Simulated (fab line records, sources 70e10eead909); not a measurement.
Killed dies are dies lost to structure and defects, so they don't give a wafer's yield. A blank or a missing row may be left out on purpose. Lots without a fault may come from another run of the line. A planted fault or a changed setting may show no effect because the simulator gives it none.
Which tool did it? | flow nand_harc | 7 lots, 21 wafers sampled, at 2 steps of a route of 1159

WHAT THE GAUGES READ, wafer by wafer
NHARC_P_STI_INSPECT_11.
lot  | measured    | on                | raw_defect_count
L495 | day 2 22:30 | defect_inspect-02 | 4 3 1
L497 | day 3 08:08 | defect_inspect-01 | 7 8 4
L499 | day 3 18:17 | defect_inspect-01 | 1 2 4
L501 | day 4 06:41 | defect_inspect-01 | 9 2 5
L503 | day 4 15:44 | defect_inspect-01 | 7 6 3

WHICH TOOL RAN EACH LOT (tool, then ch and the chambers of the sampled wafers, then the start)
lot  | NHARC_P_ZERO_WELL_PEB_50
L495 | litho_track-07 ch 0, day 1 23:37
L497 | litho_track-03 ch 0, day 2 11:46
L499 | litho_track-03 ch 0, day 2 23:37
L501 | litho_track-02 ch 0, day 3 11:26
L503 | litho_track-07 ch 0, day 3 23:40
L514 | litho_track-02, day 6 17:47
L516 | litho_track-02, day 7 05:41
- NHARC_P_ZERO_WELL_PEB_50: peb time 85 s.

THE ANSWER, worked out from the rows above alone
Rule: what is usual is taken from the lots themselves. Put in order of their means at a reading, lots are off if they are a third of the lots or fewer, leave a main group of 4 or more, and stand apart from it by a gap of 3 or more times the standard deviation of the main group's means; of several such gaps the widest counts. A main group whose means are all the same, to the digits that the tables above print for the reading, isn't used. A lot without any number at a reading at which 4 lots or more have one is off too. The other lots that the step has rows for count as sound.
No lot is off at any reading shown: from this, nothing can be told.

WHAT THE SIMULATOR HAD PUT IN
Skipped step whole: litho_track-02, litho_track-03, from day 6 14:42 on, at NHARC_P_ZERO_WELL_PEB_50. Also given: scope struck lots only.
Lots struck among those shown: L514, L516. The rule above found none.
